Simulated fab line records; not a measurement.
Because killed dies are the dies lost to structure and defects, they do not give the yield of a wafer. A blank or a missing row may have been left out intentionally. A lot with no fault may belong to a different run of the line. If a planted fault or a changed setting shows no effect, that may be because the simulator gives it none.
Comparing a struck lot with a sound one -- flow n5_finfet -- 20 out of 1938 route steps
Sound: the wafers L485.1, L485.2, L485.5. The struck wafers were L490.2, L490.5, L490.6. The cause is named last.
Each step with rows lists, per side, the tool, then ch with its chambers, then its first start. Under that, the readings that differ: sound wafers -- struck wafers -- difference of the means -- sigmas: that difference in standard deviations of wafers without a fault.
alike: a reading whose means differ by less than 2 such deviations, as well as words and numbers matching on both sides. not compared: withheld readings; readings where some wafer has no value; bounds like >300 that might hide an equal value; numbers whose values overlap and for which the record gives no deviation.
The two part at a step that has a row with sigmas, a row that says differs or no value, or rows on one side only. Numbers that have no deviation but don't overlap get no sigmas and don't part them. Lack of a reading on every wafer of one side parts them only where that side has two or more wafers.

first, 2 steps without rows for these wafers: N5_BEOL_M1_STRIP_65 (strips in N2/H2); N5_BEOL_M1_STRIP_75 (strips in N2/H2).
N5_BEOL_M1_STRIP_66: strips in CF4.
  sound on rie_diel-03 ch 0,3, day 7 10:22; struck on rie_diel-03 ch 0,2,3, day 9 07:25
  alike: drypump_motor_current_A, oes_product_au, rf_vpp_V, showerhead_plenum_p_Torr, throttle_valve_pct
  not compared: rf_hours_counter_h
N5_BEOL_M1_HM_OPEN_17: chemistry Cl2/BCl3, target TiN, target depth 20 nm, overetch 6 nm.
  sound on rie_metal-01 ch 0,1, day 7 10:24; struck on rie_metal-02 ch 0,1, day 9 07:28
reading,sound,struck,difference,sigmas
throttle_valve_pct (%),22.49 22.33 22.35,21.73 21.95 21.76,-0.58,-2
  alike: drypump_motor_current_A, mfc_cl2_sccm, oes_product_au
  not compared: rf_hours_counter_h
N5_BEOL_M1_STRIP_19: strips in O2.
  sound on rie_diel-03 ch 0,3, day 7 10:31; struck on rie_diel-03 ch 0,1,2, day 9 07:40
  alike: drypump_motor_current_A, oes_product_au, rf_vpp_V, showerhead_plenum_p_Torr, throttle_valve_pct
  not compared: rf_hours_counter_h
N5_BEOL_M1_CD_MEAS_18: pitch 36 nm, target cd 18 nm.
  sound on cd_sem-03 at day 7 10:35; struck on cd_sem-03 at day 9 07:44
  alike: cd_nm
then, 6 steps without rows for these wafers: N5_BEOL_M1_COAT_67 (time 60 s, resist thk 60 nm); N5_BEOL_M1_COAT_68 (time 60 s, resist thk 12 nm); N5_BEOL_M1_COAT_76 (time 60 s, resist thk 5 nm); N5_BEOL_M1_COAT_22 (resist thk 30 nm); N5_BEOL_M1_EBR_24; N5_BEOL_M1_SOFTBAKE_23 (time 60 s).
N5_BEOL_M1_EXPOSE_25: exposes mask V0, defocus 5 nm, target cd 24 nm.
  sound on euv_scanner-01 ch 0, day 7 10:53; struck on euv_scanner-01 ch 0, day 9 08:02
reading,sound,struck,difference,sigmas
model.BEOL_M1.overlay_x_nm (nm),0.4 0.4 0.4,6 6 6,+6,
  alike: mask
then, 2 steps without rows for these wafers: N5_BEOL_M1_PEB_26 (peb time 60 s); N5_BEOL_M1_DEVELOP_27 (develop time 30 s).
N5_BEOL_M1_CD_MEAS_28: target cd y 23.3 nm.
  sound on cd_sem-01 ch 0, day 7 11:02; struck on cd_sem-02 ch 0, day 9 08:11
reading,sound,struck,difference,sigmas
cd_nm (nm),23.85 23.72 23.78,24.47 24.09 24.34,+0.52,+2
N5_BEOL_M1_OVL_MEAS_29:
  sound on overlay-01 ch 0, day 7 11:04; struck on overlay-01 ch 0, day 9 08:13
reading,sound,struck,difference,sigmas
V0_OVL (nm),1.2 1.1 0.2,6.6 7.3 6.0,+5.8,+8
N5_BEOL_M1_INSPECT_30: inspects for defects (brightfield).
  sound on defect_inspect-01 at day 7 11:07; struck on defect_inspect-01 at day 9 08:16
  alike: raw_defect_count
N5_BEOL_M4_RC_MEAS_101:
  sound on prober-01 ch 0, day 9 11:46; struck on prober-01 ch 0, day 10 17:32
  alike: DIBL_N, DIBL_P, IOFF_N, IOFF_P, ION_N, ION_P, SS_N, SS_P, VT_N, VT_P
N5_PASSIVATION_PROBE_49:
  sound wafers here have rows in the record (prober-01, day 13 09:26); struck ones have none

## WHERE THEY PART
First at N5_BEOL_M1_HM_OPEN_17; last, within this record, at N5_PASSIVATION_PROBE_49.

WHY: the cause the simulator had injected
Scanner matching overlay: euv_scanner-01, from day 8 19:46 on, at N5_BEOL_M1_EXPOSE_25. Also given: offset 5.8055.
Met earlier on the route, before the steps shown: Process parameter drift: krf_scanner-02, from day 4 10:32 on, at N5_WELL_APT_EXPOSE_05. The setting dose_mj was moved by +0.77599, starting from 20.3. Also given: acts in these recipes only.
